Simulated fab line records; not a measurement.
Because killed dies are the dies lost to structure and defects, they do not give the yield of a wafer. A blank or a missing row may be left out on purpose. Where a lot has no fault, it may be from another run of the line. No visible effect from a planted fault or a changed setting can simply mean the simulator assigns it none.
fab line records + flow nand-harc
record
- lots=11
- wafers=33
- last-day=33
route steps=1302 shown P_GATE@174 END@1302
lots that met no fault: from a run of the same line without faults
start-h: hours from the record's opening day to when the first of the lot's shown wafers began + wait-h: time in hours since the lot's previous step + " as in the row above + L1.1+2: several wafers, shown together as one row + - either no value or no given start + * or withheld: withheld + < > ~ a bound
route shown NAME@n: a module of which the file shows steps, and the number in the route of the first + usual: mean/standard deviation of fault-free wafers + same: alike in all rows + chamber/n: place in a boat + sites: per-site readings + _std_site: standard deviation of those values + _edge_site: mean of outer sites minus mean of inner sites + radius-mm: for every site, how far away it sits from the centre of the wafer + mask NAME#n: copy n + behind: tool/chamber where the wafer was last shaped + hold: the reason the lot was held/the length of the hold in hours/how it ended + device: the n, p or np transistor that did not switch + end of line: tests of these same wafers at the route's end + where a step has no rows: the recipe by itself + killed: dies that structure and defects cost at the first sort, which is not the same as the wafer's yield + map: dies across one wafer; x = killed, . = not, _ = none there
set.NAME: the setting the step ran with; set.NAME@STEP: the setting that earlier step ran with + model.NAME: the simulator's own value behind a step, which no gauge read
steps of the route over a sample of lots; a table a step, a row a wafer
services: a tool's chamber out of use, with start hour (start-h, from the record's first day; less than 0 if before it), hours out, and reason
## steps
# step NHARC_P_GATE_STRIP_111
# recipe
- power-w=1500
- temp-c=110
- time-s=250
- chemistry=N2/H2
# usual
- drypump-motor-current-A=5.9/0.41
- heater-power-w=83/6.6
| lot.wafer | tool            | chamber | start-h | wait-h | drypump-motor-current-A | heater-power-w | rf-hours-counter-h |
|-----------|-----------------|---------|---------|--------|-------------------------|----------------|--------------------|
| L189.2    | plasma-asher-01 | 1       | 113.95  | 0.2    | 5.5                     | 74             | 24                 |
| L189.4    | "               | 1       | "       | "      | 5.5                     | 74             | -                  |
| L189.5    | "               | 1       | "       | "      | 5.5                     | 74             | -                  |
| L193.2    | plasma-asher-01 | 0       | 155.35  | 0.2    | 5.7                     | 87             | 32                 |
| L193.3    | "               | 0       | "       | "      | 5.7                     | 85             | -                  |
| L193.5    | "               | 1       | "       | "      | 5.5                     | 73             | -                  |
| L194.3    | plasma-asher-02 | 1       | 172.87  | 0.4    | 6.4                     | 86             | -                  |
| L194.6    | "               | 1       | "       | "      | 6.4                     | 87             | -                  |
| L194.5    | "               | 0       | "       | "      | 6.4                     | 90             | -                  |
| L195.1    | plasma-asher-02 | 1       | 181.24  | 0.2    | 6.4                     | 85             | 20                 |
| L195.3    | "               | 0       | "       | "      | 6.4                     | 91             | -                  |
| L195.5    | "               | 1       | "       | "      | 6.4                     | 86             | -                  |
| L196.4    | plasma-asher-01 | 0       | 194.89  | 0.3    | 5.7                     | 88             | -                  |
| L196.6    | "               | 1       | "       | "      | 5.5                     | 74             | -                  |
| L196.5    | "               | 0       | "       | "      | 5.7                     | 87             | -                  |
| L197.2    | plasma-asher-02 | 0       | 202.85  | 0.2    | 6.5                     | 93             | 23                 |
| L197.5    | "               | 0       | "       | "      | 6.4                     | 90             | -                  |
| L197.6    | "               | 1       | "       | "      | 6.4                     | 86             | -                  |
| L204.2    | plasma-asher-01 | 1       | 272.48  | 0.2    | 5.5                     | 75             | 23                 |
| L204.1    | "               | 0       | "       | "      | 5.7                     | 87             | 23                 |
| L204.3    | "               | 0       | "       | "      | 5.7                     | 89             | -                  |
| L205.2    | plasma-asher-02 | 0       | 280.17  | 0.2    | 6.5                     | 82             | 5                  |
| L205.3    | "               | 1       | "       | "      | 6.4                     | 87             | -                  |
| L205.4    | "               | 0       | "       | "      | 6.4                     | 85             | -                  |
| L206.2    | plasma-asher-01 | 1       | 287.27  | 0.2    | 5.5                     | 74             | 23                 |
| L206.1    | "               | 0       | "       | "      | 5.7                     | 87             | 23                 |
| L206.5    | "               | 0       | "       | "      | 5.7                     | 87             | -                  |
| L208.2    | plasma-asher-01 | 1       | 311.50  | 0.2    | 5.5                     | 73             | 27                 |
| L208.4    | "               | 0       | "       | "      | 5.7                     | 87             | -                  |
| L208.5    | "               | 0       | "       | "      | 5.7                     | 87             | -                  |
| L210.1    | plasma-asher-01 | 0       | 332.26  | 0.2    | 5.7                     | 88             | 31                 |
| L210.3    | "               | 1       | "       | "      | 5.5                     | 74             | -                  |
| L210.6    | "               | 0       | "       | "      | 5.7                     | 85             | -                  |
# step NHARC_P_GATE_STRIP_75
# recipe
- power-w=1500
- temp-c=250
- chemistry=O2
# usual
- drypump-motor-current-A=5.9/0.41
- heater-power-w=311/25
| lot.wafer | tool            | chamber | start-h | wait-h | drypump-motor-current-A | heater-power-w | rf-hours-counter-h |
|-----------|-----------------|---------|---------|--------|-------------------------|----------------|--------------------|
| L189.2    | plasma-asher-01 | 1       | 114.26  | 0.3    | 5.5                     | 278            | 25                 |
| L189.4    | "               | 1       | "       | "      | 5.5                     | 278            | -                  |
| L189.5    | "               | 1       | "       | "      | 5.5                     | 277            | -                  |
| L193.2    | plasma-asher-01 | 0       | 155.61  | 0.2    | 5.7                     | 313            | 33                 |
| L193.3    | "               | 0       | "       | "      | 5.7                     | 314            | -                  |
| L193.5    | "               | 1       | "       | "      | 5.5                     | 273            | -                  |
| L194.3    | plasma-asher-02 | 1       | 173.09  | 0.2    | 6.4                     | 321            | -                  |
| L194.6    | "               | 1       | "       | "      | 6.4                     | 323            | -                  |
| L194.5    | "               | 0       | "       | "      | 6.4                     | 346            | -                  |
| L195.1    | plasma-asher-02 | 1       | 181.50  | 0.2    | 6.4                     | 315            | 21                 |
| L195.3    | "               | 0       | "       | "      | 6.4                     | 340            | -                  |
| L195.5    | "               | 1       | "       | "      | 6.4                     | 321            | -                  |
| L196.4    | plasma-asher-01 | 0       | 195.08  | 0.1    | 5.7                     | 325            | -                  |
| L196.6    | "               | 1       | "       | "      | 5.5                     | 269            | -                  |
| L196.5    | "               | 0       | "       | "      | 5.7                     | 328            | -                  |
| L197.2    | plasma-asher-02 | 0       | 203.16  | 0.3    | 6.4                     | 345            | 24                 |
| L197.5    | "               | 0       | "       | "      | 6.5                     | 344            | -                  |
| L197.6    | "               | 1       | "       | "      | 6.4                     | 324            | -                  |
| L204.2    | plasma-asher-01 | 1       | 272.79  | 0.3    | 5.5                     | 281            | 23                 |
| L204.1    | "               | 0       | "       | "      | 5.7                     | 332            | 23                 |
| L204.3    | "               | 0       | "       | "      | 5.7                     | 326            | -                  |
| L205.2    | plasma-asher-02 | 0       | 280.44  | 0.2    | 6.4                     | 319            | 5                  |
| L205.3    | "               | 1       | "       | "      | 6.4                     | 318            | -                  |
| L205.4    | "               | 0       | "       | "      | 6.5                     | 314            | -                  |
| L206.2    | plasma-asher-01 | 1       | 287.57  | 0.3    | 5.5                     | 285            | 23                 |
| L206.1    | "               | 0       | "       | "      | 5.7                     | 329            | 23                 |
| L206.5    | "               | 0       | "       | "      | 5.7                     | 325            | -                  |
| L208.2    | plasma-asher-01 | 1       | 311.77  | 0.2    | 5.5                     | 278            | 27                 |
| L208.4    | "               | 0       | "       | "      | 5.7                     | 333            | -                  |
| L208.5    | "               | 0       | "       | "      | 5.7                     | 326            | -                  |
| L210.1    | plasma-asher-01 | 0       | 332.52  | 0.2    | 5.7                     | 321            | 32                 |
| L210.3    | "               | 1       | "       | "      | 5.5                     | 278            | -                  |
| L210.6    | "               | 0       | "       | "      | 5.7                     | 323            | -                  |
# step NHARC_P_GATE_STRIP_112
# recipe
- power-w=1500
- temp-c=110
- time-s=200
- chemistry=N2/H2
# usual
- drypump-motor-current-A=6.1/0.41
- heater-power-w=85/5.8
| lot.wafer | tool            | chamber | start-h | wait-h | drypump-motor-current-A | heater-power-w | rf-hours-counter-h |
|-----------|-----------------|---------|---------|--------|-------------------------|----------------|--------------------|
| L189.2    | plasma-asher-01 | 1       | 115.75  | 0.2    | 5.5                     | 72             | 25                 |
| L189.4    | "               | 1       | "       | "      | 5.5                     | 73             | -                  |
| L189.5    | "               | 1       | "       | "      | 5.5                     | 72             | -                  |
| L193.2    | plasma-asher-02 | 1       | 157.05  | 0.2    | 6.4                     | 84             | 15                 |
| L193.3    | "               | 1       | "       | "      | 6.4                     | 87             | -                  |
| L193.5    | "               | 1       | "       | "      | 6.4                     | 88             | -                  |
| L194.3    | plasma-asher-01 | 1       | 174.62  | 0.2    | 5.5                     | 75             | -                  |
| L194.6    | "               | 1       | "       | "      | 5.5                     | 74             | -                  |
| L194.5    | "               | 0       | "       | "      | 5.7                     | 89             | -                  |
| L195.1    | plasma-asher-02 | 1       | 182.88  | 0.2    | 6.4                     | 83             | 21                 |
| L195.3    | "               | 1       | "       | "      | 6.4                     | 85             | -                  |
| L195.5    | "               | 0       | "       | "      | 6.4                     | 91             | -                  |
| L196.4    | plasma-asher-01 | 1       | 196.64  | 0.2    | 5.5                     | 74             | -                  |
| L196.6    | "               | 0       | "       | "      | 5.7                     | 85             | -                  |
| L196.5    | "               | 1       | "       | "      | 5.5                     | 75             | -                  |
| L197.2    | plasma-asher-02 | 0       | 204.49  | 0.2    | 6.4                     | 91             | 24                 |
| L197.5    | "               | 0       | "       | "      | 6.5                     | 91             | -                  |
| L197.6    | "               | 1       | "       | "      | 6.4                     | 85             | -                  |
| L204.1    | plasma-asher-02 | 1       | 274.24  | 0.2    | 6.4                     | 87             | 3                  |
| L204.2    | "               | 0       | "       | "      | 6.4                     | 86             | 3                  |
| L204.3    | "               | 0       | "       | "      | 6.4                     | 87             | -                  |
| L205.2    | plasma-asher-02 | 0       | 281.92  | 0.2    | 6.4                     | 85             | 5                  |
| L205.3    | "               | 1       | "       | "      | 6.4                     | 86             | -                  |
| L205.4    | "               | 0       | "       | "      | 6.4                     | 85             | -                  |
| L206.1    | plasma-asher-01 | 1       | 288.89  | 0.2    | 5.5                     | 74             | 24                 |
| L206.2    | "               | 0       | "       | "      | 5.7                     | 84             | 24                 |
| L206.5    | "               | 0       | "       | "      | 5.7                     | 86             | -                  |
| L208.2    | plasma-asher-02 | 1       | 313.21  | 0.3    | 6.4                     | 87             | 12                 |
| L208.4    | "               | 1       | "       | "      | 6.4                     | 87             | -                  |
| L208.5    | "               | 0       | "       | "      | 6.4                     | 83             | -                  |
| L210.1    | plasma-asher-02 | 0       | 334.04  | 0.2    | 6.5                     | 85             | 17                 |
| L210.3    | "               | 0       | "       | "      | 6.5                     | 86             | -                  |
| L210.6    | "               | 1       | "       | "      | 6.4                     | 87             | -                  |
# step NHARC_P_GATE_EXPOSE_88
# recipe
- na=0.6
- target-cd-nm=2000
- dose-mj=11.87
- mask-id=P_HVN
# usual
- exposure-dose-mJ-cm2=11.868/0.013
- focus-offset-nm=0.0/0.61
| lot.wafer | tool           | chamber | start-h | wait-h | mask    | exposure-dose-mJ-cm2 | focus-offset-nm |
|-----------|----------------|---------|---------|--------|---------|----------------------|-----------------|
| L189.2    | krf-scanner-02 | 0       | 116.74  | -      | P_HVN#0 | 11.880               | 1.3             |
| L189.4    | "              | 0       | "       | "      | P_HVN#0 | 11.882               | -0.2            |
| L189.5    | "              | 0       | "       | "      | P_HVN#0 | 11.871               | 0.9             |
| L193.2    | krf-scanner-03 | 0       | 157.96  | -      | P_HVN#0 | 11.890               | -0.2            |
| L193.3    | "              | 0       | "       | "      | P_HVN#0 | 11.870               | 0.2             |
| L193.5    | "              | 0       | "       | "      | P_HVN#0 | 11.877               | -0.1            |
| L194.3    | krf-scanner-02 | 0       | 175.56  | -      | P_HVN#0 | 11.879               | -0.4            |
| L194.5    | "              | 0       | "       | "      | P_HVN#0 | 11.872               | -0.2            |
| L194.6    | "              | 0       | "       | "      | P_HVN#0 | 11.886               | 0.4             |
| L195.1    | krf-scanner-02 | -       | 183.73  | -      | P_HVN#0 | -                    | -               |
| L195.3    | "              | -       | "       | "      | P_HVN#0 | -                    | -               |
| L195.5    | "              | -       | "       | "      | P_HVN#0 | -                    | -               |
| L196.4    | krf-scanner-03 | -       | 197.55  | -      | P_HVN#0 | -                    | -               |
| L196.5    | "              | -       | "       | "      | P_HVN#0 | -                    | -               |
| L196.6    | "              | -       | "       | "      | P_HVN#0 | -                    | -               |
| L197.2    | krf-scanner-04 | 0       | 205.52  | -      | P_HVN#0 | 11.857               | 0.2             |
| L197.5    | "              | 0       | "       | "      | P_HVN#0 | 11.864               | -0.1            |
| L197.6    | "              | 0       | "       | "      | P_HVN#0 | 11.852               | 1.1             |
| L204.1    | krf-scanner-02 | 0       | 275.26  | -      | P_HVN#0 | 11.885               | -0.1            |
| L204.2    | "              | 0       | "       | "      | P_HVN#0 | 11.857               | -0.2            |
| L204.3    | "              | 0       | "       | "      | P_HVN#0 | 11.856               | -0.4            |
| L205.2    | krf-scanner-04 | 0       | 282.91  | -      | P_HVN#0 | 11.870               | 0.4             |
| L205.3    | "              | 0       | "       | "      | P_HVN#0 | 11.863               | -0.6            |
| L205.4    | "              | 0       | "       | "      | P_HVN#0 | 11.863               | 0.5             |
| L206.1    | krf-scanner-04 | 0       | 289.81  | -      | P_HVN#0 | 11.845               | 0.1             |
| L206.2    | "              | 0       | "       | "      | P_HVN#0 | 11.871               | 0.1             |
| L206.5    | "              | 0       | "       | "      | P_HVN#0 | 11.875               | 0.1             |
| L208.2    | krf-scanner-03 | 0       | 314.25  | -      | P_HVN#0 | 11.852               | -0.3            |
| L208.4    | "              | 0       | "       | "      | P_HVN#0 | 11.869               | 0.7             |
| L208.5    | "              | 0       | "       | "      | P_HVN#0 | 11.852               | 0.3             |
| L210.1    | krf-scanner-02 | 0       | 335.02  | -      | P_HVN#0 | 11.858               | -0.5            |
| L210.3    | "              | 0       | "       | "      | P_HVN#0 | 11.859               | -0.2            |
| L210.6    | "              | 0       | "       | "      | P_HVN#0 | 11.853               | -0.2            |
# step NHARC_P_GATE_CD_MEAS_91
# recipe
- target-cd-nm=2000
- landing-energy-ev=500
# usual
- cd-nm=1999.8/1.1
# same
- landing-energy-ev=500
| lot.wafer | tool      | chamber | start-h | wait-h | cd-nm  |
|-----------|-----------|---------|---------|--------|--------|
| L189.2    | cd-sem-03 | 0       | 116.90  | -      | 2000.8 |
| L189.4    | "         | 0       | "       | "      | 2001.0 |
| L189.5    | "         | 0       | "       | "      | 2000.4 |
| L193.2    | cd-sem-02 | 0       | 158.12  | -      | 1999.5 |
| L193.3    | "         | 0       | "       | "      | 2000.5 |
| L193.5    | "         | 0       | "       | "      | 2001.0 |
| L194.3    | cd-sem-02 | 0       | 175.71  | -      | 1999.1 |
| L194.5    | "         | 0       | "       | "      | 1997.9 |
| L194.6    | "         | 0       | "       | "      | 1999.4 |
| L195.1    | cd-sem-01 | 0       | 183.88  | -      | -      |
| L195.3    | "         | 0       | "       | "      | -      |
| L195.5    | "         | 0       | "       | "      | -      |
| L196.4    | cd-sem-02 | 0       | 197.70  | -      | -      |
| L196.5    | "         | 0       | "       | "      | -      |
| L196.6    | "         | 0       | "       | "      | -      |
| L197.2    | cd-sem-01 | 0       | 205.67  | -      | 1998.1 |
| L197.5    | "         | 0       | "       | "      | 1998.0 |
| L197.6    | "         | 0       | "       | "      | 1998.0 |
| L204.1    | cd-sem-02 | 0       | 275.41  | -      | 1999.7 |
| L204.2    | "         | 0       | "       | "      | 1999.8 |
| L204.3    | "         | 0       | "       | "      | 2000.2 |
| L205.2    | cd-sem-02 | 0       | 283.06  | -      | 2001.6 |
| L205.3    | "         | 0       | "       | "      | 1999.9 |
| L205.4    | "         | 0       | "       | "      | 2001.3 |
| L206.1    | cd-sem-02 | 0       | 289.98  | -      | 1999.0 |
| L206.2    | "         | 0       | "       | "      | 2001.7 |
| L206.5    | "         | 0       | "       | "      | 2001.4 |
| L208.2    | cd-sem-03 | 0       | 314.40  | -      | 1998.9 |
| L208.4    | "         | 0       | "       | "      | 1998.1 |
| L208.5    | "         | 0       | "       | "      | 1998.9 |
| L210.1    | cd-sem-02 | 0       | 335.17  | -      | 1998.7 |
| L210.3    | "         | 0       | "       | "      | 1998.8 |
| L210.6    | "         | 0       | "       | "      | 1997.7 |
# step NHARC_P_GATE_INSPECT_68
# usual
- raw-defect-count=211/66
| lot.wafer | tool              | chamber | start-h | wait-h | raw-defect-count |
|-----------|-------------------|---------|---------|--------|------------------|
| L189.2    | defect-inspect-02 | -       | 119.95  | 0.1    | 110              |
| L189.4    | "                 | -       | "       | "      | 144              |
| L189.5    | "                 | -       | "       | "      | 165              |
| L193.2    | defect-inspect-01 | -       | 161.18  | 0.1    | 175              |
| L193.3    | "                 | -       | "       | "      | 296              |
| L193.5    | "                 | -       | "       | "      | 218              |
| L194.3    | defect-inspect-02 | -       | 178.79  | 0.1    | 302              |
| L194.5    | "                 | -       | "       | "      | 194              |
| L194.6    | "                 | -       | "       | "      | 184              |
| L195.1    | defect-inspect-02 | -       | 186.95  | 0.2    | 1229             |
| L195.3    | "                 | -       | "       | "      | 1218             |
| L195.5    | "                 | -       | "       | "      | 1219             |
| L196.4    | defect-inspect-02 | -       | 200.79  | 0.1    | 1227             |
| L196.5    | "                 | -       | "       | "      | 1298             |
| L196.6    | "                 | -       | "       | "      | 1301             |
| L197.2    | defect-inspect-01 | -       | 210.15  | 0.1    | 254              |
| L197.5    | "                 | -       | "       | "      | 313              |
| L197.6    | "                 | -       | "       | "      | 197              |
| L204.1    | defect-inspect-02 | -       | 278.49  | 0.2    | 212              |
| L204.2    | "                 | -       | "       | "      | 226              |
| L204.3    | "                 | -       | "       | "      | 196              |
| L205.2    | defect-inspect-02 | -       | 286.26  | 0.1    | 221              |
| L205.3    | "                 | -       | "       | "      | 304              |
| L205.4    | "                 | -       | "       | "      | 342              |
| L206.1    | defect-inspect-02 | -       | 293.04  | 0.2    | 176              |
| L206.2    | "                 | -       | "       | "      | 419              |
| L206.5    | "                 | -       | "       | "      | 195              |
| L208.2    | defect-inspect-01 | -       | 317.49  | 0.1    | 154              |
| L208.4    | "                 | -       | "       | "      | 185              |
| L208.5    | "                 | -       | "       | "      | 232              |
| L210.1    | defect-inspect-01 | -       | 338.49  | 0.2    | 155              |
| L210.3    | "                 | -       | "       | "      | 144              |
| L210.6    | "                 | -       | "       | "      | 153              |
# step NHARC_END_SORT_01
# recipe
- temp-c=25
# usual
- killed-at-array=59/17
- killed-at-other=0.7/0.9
- killed-at-periphery=3.6/2.3
- killed-dies=63/18
- killed-open=3.4/1.9
- killed-short=2.6/1.7
# same
- gross-dies=677
| lot.wafer | tool      | chamber | start-h | wait-h | killed-at-array | killed-at-other | killed-at-periphery | killed-dies | killed-open | killed-short |
|-----------|-----------|---------|---------|--------|-----------------|-----------------|---------------------|-------------|-------------|--------------|
| L195.1    | prober-02 | 0       | 630.03  | 2.5    | 75              | 1               | 601                 | 677         | 5           | 4            |
| L195.3    | prober-02 | 0       | 631.65  | 3.1    | 87              | 1               | 589                 | 677         | 5           | 3            |
| L195.5    | prober-02 | 0       | 633.27  | 3.7    | 79              | 2               | 596                 | 677         | 2           | 1            |
| L196.4    | prober-01 | 0       | 660.47  | 3.4    | 79              | 1               | 597                 | 677         | 3           | 4            |
| L196.5    | prober-01 | 0       | 661.28  | 3.7    | 92              | 2               | 583                 | 677         | 6           | 2            |
| L196.6    | prober-01 | 0       | 662.08  | 4.0    | 86              | 0               | 591                 | 677         | 3           | 2            |
# killed by level:class
L195.1 P_GATE:area-expose=595 A_CHANNEL_HOLE_D2:chamber-film-flake=33 A_CHANNEL_HOLE_D1:chamber-film-flake=30 P_M0:geometric-particle:open=2 A_WL_FILL:geometric-particle:short=2 P_GATE:chamber-film-flake=2 P_BONDPAD:chamber-film-flake=2 A_ZERO_WELL:chamber-film-flake=2
L195.3 P_GATE:area-expose=584 A_CHANNEL_HOLE_D1:chamber-film-flake=36 A_CHANNEL_HOLE_D2:chamber-film-flake=34 P_M0:geometric-particle:open=3 A_ZERO_WELL:chamber-film-flake=3 A_WL_FILL:chamber-film-flake=3 A_CONTACT:chamber-film-flake=3 A_WL_FILL:geometric-particle:short=2
L195.5 P_GATE:area-expose=590 A_CHANNEL_HOLE_D1:chamber-film-flake=40 A_CHANNEL_HOLE_D2:chamber-film-flake=31 A_CONTACT:chamber-film-flake=3 P_BONDPAD:chamber-film-flake=2 THIN_TSV:chamber-film-flake=2 A_STAIRCASE:chamber-film-flake=2 P_M1:geometric-particle:open=1
L196.4 P_GATE:area-expose=590 A_CHANNEL_HOLE_D1:chamber-film-flake=34 A_SLIT:chamber-film-flake=24 A_CHANNEL_HOLE_D2:chamber-film-flake=10 P_CONTACT:chamber-film-flake=3 A_ONON_D2:geometric-particle:short=2 A_BLC:geometric-particle:open=2 A_STAIRCASE:chamber-film-flake=2
L196.5 P_GATE:area-expose=577 A_CHANNEL_HOLE_D1:chamber-film-flake=43 A_SLIT:chamber-film-flake=22 A_CHANNEL_HOLE_D2:chamber-film-flake=14 A_CONTACT:chamber-film-flake=3 A_CHANNEL_FILL_D2:geometric-particle:open=2 P_ZERO_WELL:chamber-film-flake=2 P_CONTACT:chamber-film-flake=2
L196.6 P_GATE:area-expose=584 A_CHANNEL_HOLE_D1:chamber-film-flake=29 A_SLIT:chamber-film-flake=28 A_CHANNEL_HOLE_D2:chamber-film-flake=16 A_CONTACT:chamber-film-flake=5 P_ZERO_WELL:chamber-film-flake=4 P_CONTACT:chamber-film-flake=3 A_M1:chamber-film-flake=3
## services
| tool            | chamber | start-h | hours | kind       |
|-----------------|---------|---------|-------|------------|
| krf-scanner-02  | -       | 94.00   | 4.0   | pm         |
| krf-scanner-03  | -       | 113.98  | 0.8   | repair     |
| krf-scanner-03  | -       | 129.01  | 1.3   | repair     |
| krf-scanner-04  | -       | 129.52  | 0.5   | repair     |
| plasma-asher-01 | -       | 165.00  | 9.0   | pm         |
| plasma-asher-01 | 0       | 165.00  | 9.0   | vent-cycle |
| plasma-asher-01 | 1       | 165.00  | 9.0   | vent-cycle |
| plasma-asher-01 | 0       | 174.00  | -     | clean      |
| plasma-asher-01 | 1       | 174.00  | -     | clean      |
| krf-scanner-04  | -       | 182.00  | 4.0   | pm         |
| krf-scanner-04  | -       | 186.15  | 4.1   | repair     |
| krf-scanner-03  | -       | 224.00  | 4.0   | pm         |
| plasma-asher-02 | -       | 249.07  | 9.0   | pm         |
| plasma-asher-02 | 0       | 249.07  | 9.0   | vent-cycle |
| plasma-asher-02 | 1       | 249.07  | 9.0   | vent-cycle |
| krf-scanner-02  | -       | 257.82  | 2.0   | repair     |
| plasma-asher-02 | 0       | 258.07  | -     | clean      |
| plasma-asher-02 | 1       | 258.07  | -     | clean      |
| krf-scanner-02  | -       | 266.00  | 4.0   | pm         |
| krf-scanner-03  | -       | 282.49  | 0.9   | repair     |
| krf-scanner-04  | -       | 294.39  | 0.9   | repair     |
| krf-scanner-03  | -       | 307.30  | 0.2   | repair     |
| krf-scanner-02  | -       | 326.76  | 0.6   | repair     |
## key
first-sign
- step=NHARC_P_GATE_EXPOSE_88
- reading=tool-record
- direction=missing
effect
- step=NHARC_P_GATE_CD_MEAS_91
- reading=cd-nm
- direction=missing
effect
- step=NHARC_P_GATE_INSPECT_68
- reading=raw-defect-count
- direction=up
- sigmas=16
- usual=211
- struck=1249
effect
- step=NHARC_END_SORT_01
- reading=killed-at-periphery
- direction=up
- sigmas=99+
- usual=3.6
- struck=592.8
more-kills-born-at
- NHARC_P_GATE_EXPOSE_88@krf-scanner-02=1769
- NHARC_P_GATE_EXPOSE_88@krf-scanner-03=1751
met-at NHARC_P_GATE_EXPOSE_88
struck-lots L195,L196
later-rows-left-out L195.1,L195.3,L195.5,L196.4,L196.5,L196.6
tester-left-out L195,L196
not-acting-at NHARC_P_GATE_STRIP_111,NHARC_P_GATE_STRIP_75,NHARC_P_GATE_STRIP_112
onset-between 175.56 183.73
fault
- kind=skipped-step-whole
- tool=krf-scanner-02,krf-scanner-03
- chamber=-
- onset-h=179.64
- steps=NHARC_P_GATE_EXPOSE_88
- scope=struck-lots-only
# tester-left-out: of these lots the tester's yield and bins aren't shown, on N5 and GAA mostly nor the transistor test; their killed dies are dies lost to structure and defects alone, not to doping, threshold or leakage, so they don't give the yield
# later-rows-left-out: the simulator's readings of these wafers behind a module that went badly wrong aren't trusted and aren't shown, but for the sort
